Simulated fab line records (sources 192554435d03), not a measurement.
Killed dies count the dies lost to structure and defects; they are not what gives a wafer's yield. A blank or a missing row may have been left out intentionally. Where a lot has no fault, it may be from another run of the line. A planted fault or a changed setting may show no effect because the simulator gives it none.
fab line records :: flow n5_finfet
record:
  lots: 13
  wafers: 39
  last_day: 18
route steps=1938 shown MOL_CONTACT_COAG@557 MIM_BOT_LITHO@1863 MIM_BOT_ETCH@1869 PASSIVATION@1936
lots that met no fault: from a run of the same line without faults
start_h: hours from the record's opening day to when the first of the lot's shown wafers began :: wait_h: how many hours have passed since the lot's step before this one :: " unchanged from the row above :: L1.1+2: several wafers, shown together as one row :: - no value, or no start was given :: * or withheld: withheld :: < > ~ a bound
route shown NAME@n: NAME is a module with steps in the file, n the number in the route of the first one :: usual: mean/standard deviation taken from wafers without a fault :: same: alike in all rows :: chamber/n: place in a boat :: sites: the reading at each site :: _std_site: standard deviation across them :: _edge_site: outer sites' mean less inner sites' :: radius_mm: for every site, how far away it sits from the centre of the wafer :: mask NAME#n: copy n :: behind: the last tool/chamber to shape the wafer :: hold: why the lot was held/for how many hours/how that ended :: device: names the non-switching transistor (n, p or np) :: end of line: at the end of the route, the tests of the same wafers :: where a step has no rows: the recipe by itself :: killed: dies that structure and defects cost at the first sort, which is not the same as the wafer's yield :: map: a wafer's dies, marking killed ones x, the rest . and places with no die _
set.NAME: the setting as run; set.NAME@STEP: as run at that earlier step :: model.NAME: the simulator's own value behind a step, which no gauge read
route steps across a sampled set of lots; one table per step, one row per wafer
services: from which hour (start_h, from the record's first day; less than 0 if before it) a tool's chamber was out of use, for how many hours, and why
== steps ==
step: N5_MOL_CONTACT_COAG_WET_ETCH_26
recipe:
  target: Co
  target_depth_nm: 13
lot.wafer: L508.3+5+6
tool: wet_bench-03
chamber: 4,3,2
start_h: 101.47
wait_h: 0.0

lot.wafer: L509.2+5+6
tool: wet_bench-03
chamber: 7,3,0
start_h: 105.21
wait_h: 0.0

lot.wafer: L510.1+4+6
tool: wet_bench-06
chamber: 3,1,4
start_h: 109.69
wait_h: 0.0

lot.wafer: L511.2+3+4
tool: wet_bench-04
chamber: 7,6,0
start_h: 118.47
wait_h: 0.0

lot.wafer: L512.3+4+6
tool: wet_bench-06
chamber: 7,0,4
start_h: 123.18
wait_h: 0.0

lot.wafer: L513.1+4+6
tool: wet_bench-04
chamber: 3,2,0
start_h: 127.02
wait_h: 0.0

lot.wafer: L515.2+4+6
tool: wet_bench-06
chamber: 4,1,2
start_h: 138.46
wait_h: 0.0

lot.wafer: L516.2+3+6
tool: wet_bench-06
chamber: 2,0,3
start_h: 144.75
wait_h: 0.0

lot.wafer: L520.2+4+6
tool: wet_bench-04
chamber: 6,7,5
start_h: 171.78
wait_h: 0.0

lot.wafer: L521.1+2+3
tool: wet_bench-04
chamber: 4,5,7
start_h: 176.64
wait_h: 0.0

lot.wafer: L522.1+2+3
tool: wet_bench-03
chamber: 6,1,2
start_h: 179.68
wait_h: 0.0

lot.wafer: L523.1+3+4
tool: wet_bench-04
chamber: 2,1,0
start_h: 183.37
wait_h: 0.0

lot.wafer: L530.2+3+5
tool: wet_bench-04
chamber: 4,1,5
start_h: 231.29
wait_h: 0.0
step: N5_MIM_BOT_LITHO_OVL_MEAS_11
recipe:
  points_per_wafer: 44
usual:
  MIM_BOT_OVL: -2/4.4
lot.wafer: L508.3
tool: overlay-02
chamber: 0
start_h: 252.34
wait_h: 0.0
MIM_BOT_OVL[nm]: -3

lot.wafer: L508.5
tool: overlay-02
chamber: 0
start_h: 252.34
wait_h: 0.0
MIM_BOT_OVL[nm]: -8

lot.wafer: L508.6
tool: overlay-02
chamber: 0
start_h: 252.34
wait_h: 0.0
MIM_BOT_OVL[nm]: -2

lot.wafer: L510.1
tool: overlay-02
chamber: 0
start_h: 252.66
wait_h: 0.0
MIM_BOT_OVL[nm]: -3

lot.wafer: L510.4
tool: overlay-02
chamber: 0
start_h: 252.66
wait_h: 0.0
MIM_BOT_OVL[nm]: 4

lot.wafer: L510.6
tool: overlay-02
chamber: 0
start_h: 252.66
wait_h: 0.0
MIM_BOT_OVL[nm]: -9

lot.wafer: L509.2
tool: overlay-01
chamber: 0
start_h: 268.29
wait_h: 0.0
MIM_BOT_OVL[nm]: 1

lot.wafer: L509.5
tool: overlay-01
chamber: 0
start_h: 268.29
wait_h: 0.0
MIM_BOT_OVL[nm]: 4

lot.wafer: L509.6
tool: overlay-01
chamber: 0
start_h: 268.29
wait_h: 0.0
MIM_BOT_OVL[nm]: 7

lot.wafer: L511.2
tool: overlay-02
chamber: 0
start_h: 277.92
wait_h: 0.0
MIM_BOT_OVL[nm]: -2

lot.wafer: L511.3
tool: overlay-02
chamber: 0
start_h: 277.92
wait_h: 0.0
MIM_BOT_OVL[nm]: -5

lot.wafer: L511.4
tool: overlay-02
chamber: 0
start_h: 277.92
wait_h: 0.0
MIM_BOT_OVL[nm]: -6

lot.wafer: L513.1
tool: overlay-01
chamber: 0
start_h: 284.43
wait_h: 0.0
MIM_BOT_OVL[nm]: 0

lot.wafer: L513.4
tool: overlay-01
chamber: 0
start_h: 284.43
wait_h: 0.0
MIM_BOT_OVL[nm]: -3

lot.wafer: L513.6
tool: overlay-01
chamber: 0
start_h: 284.43
wait_h: 0.0
MIM_BOT_OVL[nm]: 1

lot.wafer: L512.3
tool: overlay-01
chamber: 0
start_h: 284.59
wait_h: 0.0
MIM_BOT_OVL[nm]: -2

lot.wafer: L512.4
tool: overlay-01
chamber: 0
start_h: 284.59
wait_h: 0.0
MIM_BOT_OVL[nm]: 5

lot.wafer: L512.6
tool: overlay-01
chamber: 0
start_h: 284.59
wait_h: 0.0
MIM_BOT_OVL[nm]: 1

lot.wafer: L515.2
tool: overlay-01
chamber: 0
start_h: 292.74
wait_h: 0.0
MIM_BOT_OVL[nm]: -8

lot.wafer: L515.4
tool: overlay-01
chamber: 0
start_h: 292.74
wait_h: 0.0
MIM_BOT_OVL[nm]: 0

lot.wafer: L515.6
tool: overlay-01
chamber: 0
start_h: 292.74
wait_h: 0.0
MIM_BOT_OVL[nm]: -5

lot.wafer: L516.2
tool: overlay-01
chamber: 0
start_h: 306.05
wait_h: 0.0
MIM_BOT_OVL[nm]: -6

lot.wafer: L516.3
tool: overlay-01
chamber: 0
start_h: 306.05
wait_h: 0.0
MIM_BOT_OVL[nm]: -5

lot.wafer: L516.6
tool: overlay-01
chamber: 0
start_h: 306.05
wait_h: 0.0
MIM_BOT_OVL[nm]: -7

lot.wafer: L520.2
tool: overlay-01
chamber: 0
start_h: 325.35
wait_h: 0.0
MIM_BOT_OVL[nm]: -6

lot.wafer: L520.4
tool: overlay-01
chamber: 0
start_h: 325.35
wait_h: 0.0
MIM_BOT_OVL[nm]: 3

lot.wafer: L520.6
tool: overlay-01
chamber: 0
start_h: 325.35
wait_h: 0.0
MIM_BOT_OVL[nm]: 1

lot.wafer: L522.1
tool: overlay-01
chamber: 0
start_h: 337.95
wait_h: 0.0
MIM_BOT_OVL[nm]: 7

lot.wafer: L522.2
tool: overlay-01
chamber: 0
start_h: 337.95
wait_h: 0.0
MIM_BOT_OVL[nm]: -8

lot.wafer: L522.3
tool: overlay-01
chamber: 0
start_h: 337.95
wait_h: 0.0
MIM_BOT_OVL[nm]: -3

lot.wafer: L521.1
tool: overlay-01
chamber: 0
start_h: 340.14
wait_h: 0.0
MIM_BOT_OVL[nm]: -2

lot.wafer: L521.2
tool: overlay-01
chamber: 0
start_h: 340.14
wait_h: 0.0
MIM_BOT_OVL[nm]: -2

lot.wafer: L521.3
tool: overlay-01
chamber: 0
start_h: 340.14
wait_h: 0.0
MIM_BOT_OVL[nm]: -7

lot.wafer: L523.1
tool: overlay-02
chamber: 0
start_h: 354.23
wait_h: 0.0
MIM_BOT_OVL[nm]: -2

lot.wafer: L523.3
tool: overlay-02
chamber: 0
start_h: 354.23
wait_h: 0.0
MIM_BOT_OVL[nm]: -2

lot.wafer: L523.4
tool: overlay-02
chamber: 0
start_h: 354.23
wait_h: 0.0
MIM_BOT_OVL[nm]: -4

lot.wafer: L530.2
tool: overlay-02
chamber: 0
start_h: 411.88
wait_h: 0.0
MIM_BOT_OVL[nm]: -3

lot.wafer: L530.3
tool: overlay-02
chamber: 0
start_h: 411.88
wait_h: 0.0
MIM_BOT_OVL[nm]: -4

lot.wafer: L530.5
tool: overlay-02
chamber: 0
start_h: 411.88
wait_h: 0.0
MIM_BOT_OVL[nm]: -3
step: N5_MIM_BOT_ETCH_STRIP_01
recipe:
  chemistry: O2
  power_w: 600
  temp_c: 60
  pressure_mtorr: 30
  rf_frequency_hz: 6e+07
  bias_power_w: 0
  overash_fraction: 0.5
  o2_flow_sccm: 225
usual:
  drypump_motor_current_A: 5.7/0.35
  oes_product_au: 0.84/0.073
  rf_vpp_V: 3.7/1.4
  showerhead_plenum_p_Torr: 2.10/0.096
  throttle_valve_pct: 16.48/0.2
lot.wafer: L508.3
tool: rie_diel-04
chamber: 0
start_h: 252.78
wait_h: 0.1
drypump_motor_current_A: 5.6
oes_product_au: 0.85
rf_hours_counter_h: 82
rf_vpp_V: 2.3
showerhead_plenum_p_Torr: 2.22
throttle_valve_pct: 16.74

lot.wafer: L508.5
tool: rie_diel-04
chamber: 0
start_h: 252.78
wait_h: 0.1
drypump_motor_current_A: 5.6
oes_product_au: 0.84
rf_hours_counter_h: -
rf_vpp_V: 6.3
showerhead_plenum_p_Torr: 2.22
throttle_valve_pct: 16.74

lot.wafer: L508.6
tool: rie_diel-04
chamber: 3
start_h: 252.78
wait_h: 0.1
drypump_motor_current_A: 6.0
oes_product_au: 0.88
rf_hours_counter_h: -
rf_vpp_V: 8.4
showerhead_plenum_p_Torr: 2.04
throttle_valve_pct: 16.22

lot.wafer: L510.1
tool: rie_diel-02
chamber: 3
start_h: 253.10
wait_h: 0.1
drypump_motor_current_A: 6.6
oes_product_au: 0.69
rf_hours_counter_h: 233
rf_vpp_V: 2.3
showerhead_plenum_p_Torr: 2.07
throttle_valve_pct: 16.57

lot.wafer: L510.4
tool: rie_diel-02
chamber: 2
start_h: 253.10
wait_h: 0.1
drypump_motor_current_A: 5.6
oes_product_au: 0.94
rf_hours_counter_h: 9
rf_vpp_V: 2.5
showerhead_plenum_p_Torr: 2.05
throttle_valve_pct: 16.38

lot.wafer: L510.6
tool: rie_diel-02
chamber: 0
start_h: 253.10
wait_h: 0.1
drypump_motor_current_A: 6.1
oes_product_au: 0.66
rf_hours_counter_h: -
rf_vpp_V: 3.7
showerhead_plenum_p_Torr: 2.00
throttle_valve_pct: 16.70

lot.wafer: L509.2
tool: rie_diel-04
chamber: 3
start_h: 268.73
wait_h: 0.1
drypump_motor_current_A: 6.1
oes_product_au: 0.90
rf_hours_counter_h: 49
rf_vpp_V: 4.6
showerhead_plenum_p_Torr: 2.04
throttle_valve_pct: 16.25

lot.wafer: L509.5
tool: rie_diel-04
chamber: 0
start_h: 268.73
wait_h: 0.1
drypump_motor_current_A: 5.6
oes_product_au: 0.83
rf_hours_counter_h: -
rf_vpp_V: 3.0
showerhead_plenum_p_Torr: 2.22
throttle_valve_pct: 16.73

lot.wafer: L509.6
tool: rie_diel-04
chamber: 3
start_h: 268.73
wait_h: 0.1
drypump_motor_current_A: 6.0
oes_product_au: 0.88
rf_hours_counter_h: -
rf_vpp_V: 3.6
showerhead_plenum_p_Torr: 2.04
throttle_valve_pct: 16.24

lot.wafer: L511.2
tool: rie_diel-05
chamber: 1
start_h: 278.37
wait_h: 0.1
drypump_motor_current_A: 6.2
oes_product_au: 0.72
rf_hours_counter_h: 192
rf_vpp_V: 1.2
showerhead_plenum_p_Torr: 2.16
throttle_valve_pct: 16.77

lot.wafer: L511.3
tool: rie_diel-05
chamber: 2
start_h: 278.37
wait_h: 0.1
drypump_motor_current_A: 5.5
oes_product_au: 0.70
rf_hours_counter_h: 207
rf_vpp_V: 5.0
showerhead_plenum_p_Torr: 1.90
throttle_valve_pct: 16.60

lot.wafer: L511.4
tool: rie_diel-05
chamber: 3
start_h: 278.37
wait_h: 0.1
drypump_motor_current_A: 5.5
oes_product_au: 0.87
rf_hours_counter_h: 51
rf_vpp_V: 3.6
showerhead_plenum_p_Torr: 2.01
throttle_valve_pct: 16.56

lot.wafer: L513.1
tool: rie_diel-05
chamber: 3
start_h: 284.89
wait_h: 0.1
drypump_motor_current_A: 5.5
oes_product_au: 0.85
rf_hours_counter_h: 52
rf_vpp_V: 3.1
showerhead_plenum_p_Torr: 2.01
throttle_valve_pct: 16.58

lot.wafer: L513.4
tool: rie_diel-05
chamber: 2
start_h: 284.89
wait_h: 0.1
drypump_motor_current_A: 5.4
oes_product_au: 0.75
rf_hours_counter_h: 209
rf_vpp_V: 6.1
showerhead_plenum_p_Torr: 1.90
throttle_valve_pct: 16.62

lot.wafer: L513.6
tool: rie_diel-05
chamber: 1
start_h: 284.89
wait_h: 0.1
drypump_motor_current_A: 6.1
oes_product_au: 0.73
rf_hours_counter_h: -
rf_vpp_V: 2.2
showerhead_plenum_p_Torr: 2.16
throttle_valve_pct: 16.76

lot.wafer: L512.3
tool: rie_diel-04
chamber: 2
start_h: 285.07
wait_h: 0.1
drypump_motor_current_A: 5.3
oes_product_au: 0.94
rf_hours_counter_h: 12
rf_vpp_V: 5.8
showerhead_plenum_p_Torr: 2.03
throttle_valve_pct: 16.41

lot.wafer: L512.4
tool: rie_diel-04
chamber: 1
start_h: 285.07
wait_h: 0.1
drypump_motor_current_A: 5.5
oes_product_au: 0.68
rf_hours_counter_h: 240
rf_vpp_V: 3.9
showerhead_plenum_p_Torr: 2.17
throttle_valve_pct: 16.56

lot.wafer: L512.6
tool: rie_diel-04
chamber: 3
start_h: 285.07
wait_h: 0.1
drypump_motor_current_A: 6.1
oes_product_au: 0.85
rf_hours_counter_h: -
rf_vpp_V: 3.6
showerhead_plenum_p_Torr: 2.03
throttle_valve_pct: 16.28

lot.wafer: L515.2
tool: rie_diel-04
chamber: 3
start_h: 294.85
wait_h: 0.1
drypump_motor_current_A: 6.1
oes_product_au: 0.85
rf_hours_counter_h: 59
rf_vpp_V: 2.7
showerhead_plenum_p_Torr: 2.03
throttle_valve_pct: 16.24

lot.wafer: L515.4
tool: rie_diel-04
chamber: 0
start_h: 294.85
wait_h: 0.1
drypump_motor_current_A: 5.6
oes_product_au: 0.80
rf_hours_counter_h: 98
rf_vpp_V: 2.9
showerhead_plenum_p_Torr: 2.21
throttle_valve_pct: 16.73

lot.wafer: L515.6
tool: rie_diel-04
chamber: 2
start_h: 294.85
wait_h: 0.1
drypump_motor_current_A: 5.3
oes_product_au: 0.91
rf_hours_counter_h: -
rf_vpp_V: 5.4
showerhead_plenum_p_Torr: 2.03
throttle_valve_pct: 16.39

lot.wafer: L516.2
tool: rie_diel-04
chamber: 3
start_h: 306.79
wait_h: 0.1
drypump_motor_current_A: 6.1
oes_product_au: 0.84
rf_hours_counter_h: 65
rf_vpp_V: 2.0
showerhead_plenum_p_Torr: 2.03
throttle_valve_pct: 16.24

lot.wafer: L516.3
tool: rie_diel-04
chamber: 2
start_h: 306.79
wait_h: 0.1
drypump_motor_current_A: 5.3
oes_product_au: 0.92
rf_hours_counter_h: 22
rf_vpp_V: 5.7
showerhead_plenum_p_Torr: 2.03
throttle_valve_pct: 16.35

lot.wafer: L516.6
tool: rie_diel-04
chamber: 3
start_h: 306.79
wait_h: 0.1
drypump_motor_current_A: 6.0
oes_product_au: 0.87
rf_hours_counter_h: -
rf_vpp_V: 3.6
showerhead_plenum_p_Torr: 2.03
throttle_valve_pct: 16.24

lot.wafer: L520.2
tool: rie_diel-04
chamber: 0
start_h: 325.79
wait_h: 0.1
drypump_motor_current_A: 5.6
oes_product_au: 0.78
rf_hours_counter_h: 112
rf_vpp_V: 7.0
showerhead_plenum_p_Torr: 2.21
throttle_valve_pct: 16.78

lot.wafer: L520.4
tool: rie_diel-04
chamber: 2
start_h: 325.79
wait_h: 0.1
drypump_motor_current_A: 5.3
oes_product_au: 0.91
rf_hours_counter_h: -
rf_vpp_V: 1.9
showerhead_plenum_p_Torr: 2.03
throttle_valve_pct: 16.44

lot.wafer: L520.6
tool: rie_diel-04
chamber: 1
start_h: 325.79
wait_h: 0.1
drypump_motor_current_A: 5.5
oes_product_au: 0.94
rf_hours_counter_h: -
rf_vpp_V: 4.3
showerhead_plenum_p_Torr: 2.16
throttle_valve_pct: 16.22

lot.wafer: L522.1
tool: rie_diel-02
chamber: 1
start_h: 338.40
wait_h: 0.1
drypump_motor_current_A: 5.9
oes_product_au: 0.81
rf_hours_counter_h: 74
rf_vpp_V: 2.1
showerhead_plenum_p_Torr: 2.16
throttle_valve_pct: 16.55

lot.wafer: L522.2
tool: rie_diel-02
chamber: 2
start_h: 338.40
wait_h: 0.1
drypump_motor_current_A: 5.6
oes_product_au: 0.86
rf_hours_counter_h: 44
rf_vpp_V: 4.0
showerhead_plenum_p_Torr: 2.03
throttle_valve_pct: 16.42

lot.wafer: L522.3
tool: rie_diel-02
chamber: 0
start_h: 338.40
wait_h: 0.1
drypump_motor_current_A: 6.2
oes_product_au: 0.91
rf_hours_counter_h: 21
rf_vpp_V: 2.5
showerhead_plenum_p_Torr: 2.25
throttle_valve_pct: 16.24

lot.wafer: L521.1
tool: rie_diel-04
chamber: 3
start_h: 340.79
wait_h: 0.2
drypump_motor_current_A: 6.1
oes_product_au: 0.84
rf_hours_counter_h: 71
rf_vpp_V: 2.7
showerhead_plenum_p_Torr: 2.03
throttle_valve_pct: 16.32

lot.wafer: L521.2
tool: rie_diel-04
chamber: 0
start_h: 340.79
wait_h: 0.2
drypump_motor_current_A: 5.6
oes_product_au: 0.78
rf_hours_counter_h: 119
rf_vpp_V: 2.9
showerhead_plenum_p_Torr: 2.21
throttle_valve_pct: 16.78

lot.wafer: L521.3
tool: rie_diel-04
chamber: 2
start_h: 340.79
wait_h: 0.2
drypump_motor_current_A: 5.3
oes_product_au: 0.87
rf_hours_counter_h: 38
rf_vpp_V: 3.9
showerhead_plenum_p_Torr: 2.02
throttle_valve_pct: 16.48

lot.wafer: L523.1
tool: rie_diel-04
chamber: 0
start_h: 354.69
wait_h: 0.1
drypump_motor_current_A: 5.6
oes_product_au: 0.80
rf_hours_counter_h: 124
rf_vpp_V: 2.1
showerhead_plenum_p_Torr: 2.21
throttle_valve_pct: 16.83

lot.wafer: L523.3
tool: rie_diel-04
chamber: 1
start_h: 354.69
wait_h: 0.1
drypump_motor_current_A: 5.4
oes_product_au: 0.92
rf_hours_counter_h: 14
rf_vpp_V: 4.3
showerhead_plenum_p_Torr: 2.16
throttle_valve_pct: 16.25

lot.wafer: L523.4
tool: rie_diel-04
chamber: 1
start_h: 354.69
wait_h: 0.1
drypump_motor_current_A: 5.5
oes_product_au: 0.91
rf_hours_counter_h: -
rf_vpp_V: 5.6
showerhead_plenum_p_Torr: 2.16
throttle_valve_pct: 16.21

lot.wafer: L530.2
tool: rie_diel-05
chamber: 2
start_h: 412.33
wait_h: 0.1
drypump_motor_current_A: 5.5
oes_product_au: 0.69
rf_hours_counter_h: 249
rf_vpp_V: 4.3
showerhead_plenum_p_Torr: 1.88
throttle_valve_pct: 16.70

lot.wafer: L530.3
tool: rie_diel-05
chamber: 3
start_h: 412.33
wait_h: 0.1
drypump_motor_current_A: 5.6
oes_product_au: 0.83
rf_hours_counter_h: 92
rf_vpp_V: 3.3
showerhead_plenum_p_Torr: 2.00
throttle_valve_pct: 16.69

lot.wafer: L530.5
tool: rie_diel-05
chamber: 3
start_h: 412.33
wait_h: 0.1
drypump_motor_current_A: 5.6
oes_product_au: 0.81
rf_hours_counter_h: -
rf_vpp_V: 4.8
showerhead_plenum_p_Torr: 2.00
throttle_valve_pct: 16.64
step: N5_PASSIVATION_PROBE_49
usual:
  killed_at_M0_to_M3: 34/11
  killed_at_M4_up: 13/5.2
  killed_at_contacts: 13/6.3
  killed_at_front_end: 40/14
  killed_at_other: 3.2/2.4
  killed_dies: 104/19
  killed_on_rim: 14/4.2
  killed_open: 69/14
  killed_short: 32/7.5
same:
  gross_dies: 1180
  killed_at_back_side: 0
lot.wafer: L509.2
tool: prober-02
chamber: -
start_h: 277.20
wait_h: 0.1
killed_at_M0_to_M3: 10
killed_at_M4_up: 7
killed_at_contacts: 19
killed_at_front_end: 72
killed_at_other: 3
killed_dies: 111
killed_on_rim: 15
killed_open: 77
killed_short: 31

lot.wafer: L509.5
tool: prober-02
chamber: -
start_h: 277.35
wait_h: 0.2
killed_at_M0_to_M3: 23
killed_at_M4_up: 10
killed_at_contacts: 11
killed_at_front_end: 48
killed_at_other: 2
killed_dies: 94
killed_on_rim: 11
killed_open: 64
killed_short: 26

lot.wafer: L509.6
tool: prober-02
chamber: -
start_h: 277.40
wait_h: 0.3
killed_at_M0_to_M3: 24
killed_at_M4_up: 16
killed_at_contacts: 12
killed_at_front_end: 59
killed_at_other: 1
killed_dies: 112
killed_on_rim: 11
killed_open: 74
killed_short: 37

lot.wafer: L516.2
tool: prober-02
chamber: -
start_h: 315.64
wait_h: 0.1
killed_at_M0_to_M3: 25
killed_at_M4_up: 9
killed_at_contacts: 48
killed_at_front_end: 51
killed_at_other: 1
killed_dies: 134
killed_on_rim: 29
killed_open: 73
killed_short: 28

lot.wafer: L516.3
tool: prober-02
chamber: -
start_h: 315.69
wait_h: 0.1
killed_at_M0_to_M3: 35
killed_at_M4_up: 12
killed_at_contacts: 80
killed_at_front_end: 30
killed_at_other: 5
killed_dies: 162
killed_on_rim: 27
killed_open: 61
killed_short: 27

lot.wafer: L516.6
tool: prober-02
chamber: -
start_h: 315.84
wait_h: 0.3
killed_at_M0_to_M3: 37
killed_at_M4_up: 5
killed_at_contacts: 91
killed_at_front_end: 30
killed_at_other: 7
killed_dies: 170
killed_on_rim: 27
killed_open: 63
killed_short: 21

lot.wafer: L522.1
tool: prober-02
chamber: -
start_h: 347.40
wait_h: 0.0
killed_at_M0_to_M3: 39
killed_at_M4_up: 13
killed_at_contacts: 5
killed_at_front_end: 64
killed_at_other: 4
killed_dies: 125
killed_on_rim: 12
killed_open: 90
killed_short: 32

lot.wafer: L522.2
tool: prober-02
chamber: -
start_h: 347.45
wait_h: 0.1
killed_at_M0_to_M3: 49
killed_at_M4_up: 5
killed_at_contacts: 7
killed_at_front_end: 88
killed_at_other: 5
killed_dies: 154
killed_on_rim: 26
killed_open: 99
killed_short: 53

lot.wafer: L522.3
tool: prober-02
chamber: -
start_h: 347.50
wait_h: 0.1
killed_at_M0_to_M3: 62
killed_at_M4_up: 12
killed_at_contacts: 3
killed_at_front_end: 44
killed_at_other: 6
killed_dies: 127
killed_on_rim: 13
killed_open: 80
killed_short: 42

lot.wafer: L521.1
tool: prober-02
chamber: -
start_h: 349.72
wait_h: 0.0
killed_at_M0_to_M3: 26
killed_at_M4_up: 15
killed_at_contacts: 14
killed_at_front_end: 25
killed_at_other: 3
killed_dies: 83
killed_on_rim: 10
killed_open: 58
killed_short: 23

lot.wafer: L521.2
tool: prober-02
chamber: -
start_h: 349.77
wait_h: 0.1
killed_at_M0_to_M3: 40
killed_at_M4_up: 25
killed_at_contacts: 18
killed_at_front_end: 31
killed_at_other: 5
killed_dies: 119
killed_on_rim: 12
killed_open: 79
killed_short: 37
killed by level:class
L509.2 STI_FIN_REVEAL:geometric_particle:open=24 FIN_SAQP:geometric_particle:open=16 MOL_CONTACT_COAG:geometric_particle:open=16 GATE_CUT:geometric_particle:short=9 STI_FIN_REVEAL:geometric_particle:short=5 BEOL_M4:geometric_particle:open=5 FIN_SAQP:geometric_particle:short=3 MOL_CONTACT_COAG:geometric_particle:short=3
L509.5 STI_FIN_REVEAL:geometric_particle:open=17 MOL_CONTACT_COAG:geometric_particle:open=9 DUMMY_GATE:geometric_particle:open=7 GATE_CUT:geometric_particle:short=7 BEOL_M2:geometric_particle:open=6 BEOL_M0_SAQP:geometric_particle:open=6 FIN_SAQP:geometric_particle:open=4 FIN_SAQP:geometric_particle:short=3
L509.6 STI_FIN_REVEAL:geometric_particle:open=17 MOL_CONTACT_COAG:geometric_particle:open=11 FIN_SAQP:geometric_particle:short=10 BEOL_M4:geometric_particle:open=10 GATE_CUT:geometric_particle:short=8 BEOL_M0_SAQP:geometric_particle:open=8 FIN_SAQP:geometric_particle:open=6 BEOL_M0_SAQP:geometric_particle:short=6
L516.2 MOL_CONTACT_COAG:unspecified=32 MOL_CONTACT_COAG:geometric_particle:open=14 FIN_SAQP:geometric_particle:open=12 FIN_SAQP:geometric_particle:short=8 STI_FIN_REVEAL:geometric_particle:open=6 BEOL_M0:geometric_particle:open=6 ILD0:geometric_particle:short=5 GATE_CUT:geometric_particle:short=5
L516.3 MOL_CONTACT_COAG:unspecified=74 BEOL_M2:geometric_particle:open=10 BEOL_M4:geometric_particle:open=9 DUMMY_GATE:geometric_particle:open=5 GATE_CUT:geometric_particle:short=5 GATE_CUT:geometric_particle:open=5 MOL_CONTACT_COAG:geometric_particle:open=5 BEOL_M0_SAQP:geometric_particle:short=5
L516.6 MOL_CONTACT_COAG:unspecified=84 BEOL_M1:geometric_particle:open=14 FIN_SAQP:geometric_particle:open=10 BEOL_M0_SAQP:geometric_particle:open=6 FIN_SAQP:geometric_particle:short=5 BEOL_M2:geometric_particle:open=5 DUMMY_GATE:geometric_particle:open=4 MOL_CONTACT_COAG:geometric_particle:open=4
L522.1 FIN_SAQP:geometric_particle:open=22 BEOL_M0_SAQP:geometric_particle:open=14 STI_FIN_REVEAL:geometric_particle:open=11 BEOL_M3:geometric_particle:open=9 GATE_CUT:geometric_particle:short=7 BEOL_M0_SAQP:geometric_particle:short=6 MOL_CONTACT_COAG:geometric_particle:open=5 ILD0:geometric_particle:open=5
L522.2 STI_FIN_REVEAL:geometric_particle:open=31 FIN_SAQP:geometric_particle:open=15 FIN_SAQP:geometric_particle:short=14 BEOL_M0_SAQP:geometric_particle:open=13 BEOL_M0_SAQP:geometric_particle:short=13 BEOL_M2:geometric_particle:open=10 STI_FIN_REVEAL:geometric_particle:short=7 BEOL_M1:geometric_particle:open=6
L522.3 BEOL_M0_SAQP:geometric_particle:short=21 BEOL_M0_SAQP:geometric_particle:open=19 FIN_SAQP:geometric_particle:open=10 STI_FIN_REVEAL:geometric_particle:open=10 BEOL_M4:geometric_particle:open=9 BEOL_M2:geometric_particle:open=8 FIN_SAQP:geometric_particle:short=5 BEOL_M1:geometric_particle:open=4
L521.1 MOL_CONTACT_COAG:geometric_particle:open=11 BEOL_M4:geometric_particle:open=9 BEOL_M2:geometric_particle:open=8 BEOL_M3:geometric_particle:open=7 FIN_SAQP:geometric_particle:open=5 STARTING-WAFER:geometric_particle:short=4 STARTING-WAFER:geometric_particle:open=4 FIN_SAQP:geometric_particle:short=3
L521.2 BEOL_M4:geometric_particle:open=14 MOL_CONTACT_COAG:geometric_particle:open=13 BEOL_M2:geometric_particle:open=11 BEOL_M0:geometric_particle:open=6 GATE_CUT:geometric_particle:open=5 MOL_CONTACT_COAG:geometric_particle:short=5 BEOL_M0_SAQP:geometric_particle:open=5 BEOL_M1:geometric_particle:open=5
== services ==
tool: rie_diel-04
chamber: 1
start_h: 84.16
hours: 5.7
kind: repair

tool: rie_diel-04
chamber: 3
start_h: 117.89
hours: -
kind: clean

tool: rie_diel-04
chamber: 3
start_h: 117.89
hours: -
kind: consumable_replace:focus_ring

tool: rie_diel-04
chamber: 3
start_h: 117.89
hours: 23.5
kind: scheduled_down

tool: rie_diel-04
chamber: 3
start_h: 117.89
hours: 23.5
kind: vent_cycle

tool: rie_diel-04
chamber: 3
start_h: 143.18
hours: 13.8
kind: repair

tool: rie_diel-05
chamber: -
start_h: 164.14
hours: 0.3
kind: repair

tool: rie_diel-05
chamber: -
start_h: 171.64
hours: 2.2
kind: repair

tool: rie_diel-02
chamber: 3
start_h: 173.21
hours: 5.4
kind: repair

tool: rie_diel-04
chamber: 1
start_h: 175.48
hours: 62.1
kind: repair

tool: rie_diel-05
chamber: 3
start_h: 201.47
hours: 13.7
kind: repair

tool: rie_diel-05
chamber: 2
start_h: 219.41
hours: 2.6
kind: repair

tool: rie_diel-02
chamber: 3
start_h: 230.91
hours: 5.1
kind: repair

tool: rie_diel-04
chamber: 2
start_h: 237.62
hours: -
kind: clean

tool: rie_diel-04
chamber: 2
start_h: 237.62
hours: -
kind: consumable_replace:focus_ring

tool: rie_diel-04
chamber: 2
start_h: 237.62
hours: 14.2
kind: scheduled_down

tool: rie_diel-04
chamber: 2
start_h: 237.62
hours: 14.2
kind: vent_cycle

tool: rie_diel-05
chamber: -
start_h: 291.28
hours: 14.6
kind: pm

tool: rie_diel-04
chamber: 1
start_h: 306.00
hours: -
kind: clean

tool: rie_diel-04
chamber: 3
start_h: 317.19
hours: 18.4
kind: repair

tool: rie_diel-02
chamber: 2
start_h: 328.01
hours: 2.4
kind: repair

tool: wet_bench-06
chamber: -
start_h: 342.77
hours: 4.4
kind: pm

tool: rie_diel-04
chamber: 3
start_h: 352.07
hours: 12.2
kind: repair

tool: rie_diel-04
chamber: 2
start_h: 402.76
hours: 9.1
kind: repair
== key ==
first_sign:
  step: N5_PASSIVATION_PROBE_49
  reading: killed_at_contacts
  direction: up
  sigmas: 9.5
  usual: 13
  struck: 73
effect:
  step: N5_PASSIVATION_PROBE_49
  reading: killed_dies
  direction: up
  sigmas: 2.7
  usual: 104
  struck: 155
  wafers_moved: 2
more_kills_born_at:
  N5_MOL_CONTACT_COAG_WET_ETCH_26@wet_bench-06: 190
met_at N5_MOL_CONTACT_COAG_WET_ETCH_26
struck_lots L516
tester_left_out L516
not_acting_at N5_MIM_BOT_LITHO_OVL_MEAS_11,N5_MIM_BOT_ETCH_STRIP_01
onset_between 138.46 144.75
fault:
  kind: chamber_particle_source
  tool: wet_bench-06
  chamber: -
  onset_h: 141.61
  steps: N5_MOL_CONTACT_COAG_WET_ETCH_26
  rate_per_visit_cm2: 0.409
tester_left_out: of these lots the tester's yield and bins aren't shown, on N5 and GAA mostly nor the transistor test; their killed dies are dies lost to structure and defects alone, not to doping, threshold or leakage, so they don't give the yield
